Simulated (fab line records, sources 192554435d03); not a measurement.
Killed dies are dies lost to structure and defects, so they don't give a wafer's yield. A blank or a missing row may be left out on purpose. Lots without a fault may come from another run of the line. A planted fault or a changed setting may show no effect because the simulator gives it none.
Chamber matching | flow n5_finfet | N5_SD_EPI_P_ETCH_16 on rie_diel-01: 4 sister chambers
The step etches SiO2 in CHF3/O2, target depth 5 nm. 16 wafers are shown with their chamber, then 8 later ones without.

WAFERS WITH THEIR CHAMBER
wafer  | chamber | showerhead_plenum_p_Torr (Torr) | rf_vpp_V (V) | drypump_motor_current_A (A)
L076.1 | 0       | 2.52                            | 511          | 5.2
L076.3 | 3       | 2.37                            | 519          | 6.4
L076.5 | 1       | 2.38                            | 489          | 5.6
L077.1 | 1       | 2.38                            | 490          | 5.7
L077.3 | 0       | 2.52                            | 512          | 5.1
L077.6 | 0       | 2.52                            | 510          | 5.1
L079.1 | 1       | 2.38                            | 491          | 5.6
L079.3 | 0       | 2.52                            | 511          | 5.1
L079.6 | 2       | 2.44                            | 539          | 5.4
L082.1 | 1       | 2.37                            | 490          | 5.7
L082.2 | 0       | 2.51                            | 511          | 5.1
L082.3 | 3       | 2.37                            | 521          | 6.3
L084.2 | 3       | 2.37                            | 519          | 6.3
L084.3 | 2       | 2.44                            | 539          | 5.4
L084.5 | 1       | 2.37                            | 490          | 5.6
L087.1 | 2       | 2.44                            | 536          | 5.4

SIGNATURES (means of the wafers above)
reading                  | chamber 0 | chamber 1 | chamber 2 | chamber 3 | scatter within a chamber
showerhead_plenum_p_Torr | 2.5180    | 2.3760    | 2.4400    | 2.3700    | 0.00408
rf_vpp_V                 | 511.00    | 490.00    | 538.00    | 519.67    | 1.03
drypump_motor_current_A  | 5.120     | 5.640     | 5.400     | 6.333     | 0.0471
Rule: a wafer's distance from a chamber is the root of the sum, over the readings, of the square of ((its reading less the chamber's mean) divided by the reading's scatter). The wafer belongs to the nearest chamber; if the next one is less than 2 further off, it can't be placed. The scatter: the root of (the sum of the squares of (reading less its chamber's mean) over the shown wafers, divided by (wafers less chambers)).

WAFERS WITHOUT THEIR CHAMBER
wafer  | showerhead_plenum_p_Torr (Torr) | rf_vpp_V (V) | drypump_motor_current_A (A)
L087.3 | 2.37                            | 489          | 5.7
L087.6 | 2.44                            | 538          | 5.4
L088.1 | 2.44                            | 538          | 5.4
L088.3 | 2.37                            | 489          | 5.6
L088.5 | 2.44                            | 536          | 5.4
L091.2 | 2.51                            | 512          | 5.1
L091.3 | 2.43                            | 536          | 5.4
L091.4 | 2.37                            | 488          | 5.6

WHICH CHAMBER EACH WENT THROUGH
wafer  | from the rows above | in truth
L087.3 | 1                   | 1
L087.6 | 2                   | 2
L088.1 | 2                   | 2
L088.3 | 1                   | 1
L088.5 | 2                   | 2
L091.2 | 0                   | 0
L091.3 | 2                   | 2
L091.4 | 1                   | 1
Placed correctly: 8 of 8. Can't be placed from these rows: 0. Placed wrongly: 0.
